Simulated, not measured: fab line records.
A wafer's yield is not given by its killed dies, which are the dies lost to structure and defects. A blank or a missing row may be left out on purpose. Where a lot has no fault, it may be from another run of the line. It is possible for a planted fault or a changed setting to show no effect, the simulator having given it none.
Chamber matching + flow nandHarc + NHARC_A_STAIRCASE_DEP_325 on pecvd-02: 3 sister chambers
The step deposits SiO2, target thk 7200 nm. 3 wafers are shown with their chamber, then 8 later ones without.

EACH WAFER AND ITS CHAMBER
| wafer  | chamber | heaterPowerW (W) |
|--------|---------|------------------|
| L089.1 | 2       | 589              |
| L089.2 | 1       | 658              |
| L087.1 | 0       | 771              |

WAFERS WHOSE CHAMBER IS MISSING
| wafer  | heaterPowerW (W) |
|--------|------------------|
| L087.5 | 622              |
| L087.6 | 554              |
| L093.2 | 800              |
| L093.3 | 726              |
| L093.5 | 575              |
| L096.1 | 667              |
| L096.2 | 635              |
| L096.5 | 589              |

WHICH CHAMBER EACH WENT THROUGH
| wafer  | from the rows above     | in truth                   |
|--------|-------------------------|----------------------------|
| L087.5 | can't be placed: 2 or 1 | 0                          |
| L087.6 | 2                       | 2                          |
| L093.2 | 0                       | 0                          |
| L093.3 | can't be placed: 0 or 1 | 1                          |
| L093.5 | 2                       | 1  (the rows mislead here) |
| L096.1 | 1                       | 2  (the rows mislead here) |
| L096.2 | can't be placed: 1 or 2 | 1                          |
| L096.5 | 2                       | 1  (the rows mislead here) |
Correctly placed: 2 of 8. From these rows, 3 cannot be placed; in 2 the true chamber is one of the candidates. Wrongly placed: 3.
How it was worked out, from the rows above alone: a wafer's distance from a chamber is the root of the sum, over the readings, of the square of ((its reading less the chamber's mean) divided by the reading's scatter). If the next closest chamber is less than 2 further off than the closest, the wafer can't be placed; otherwise it belongs to the closest. Each chamber's mean is taken over the wafers shown for it. The scatter (one wafer shown for each chamber): square how far every hidden wafer sits from the nearest shown wafer, average those squares and take the square root.
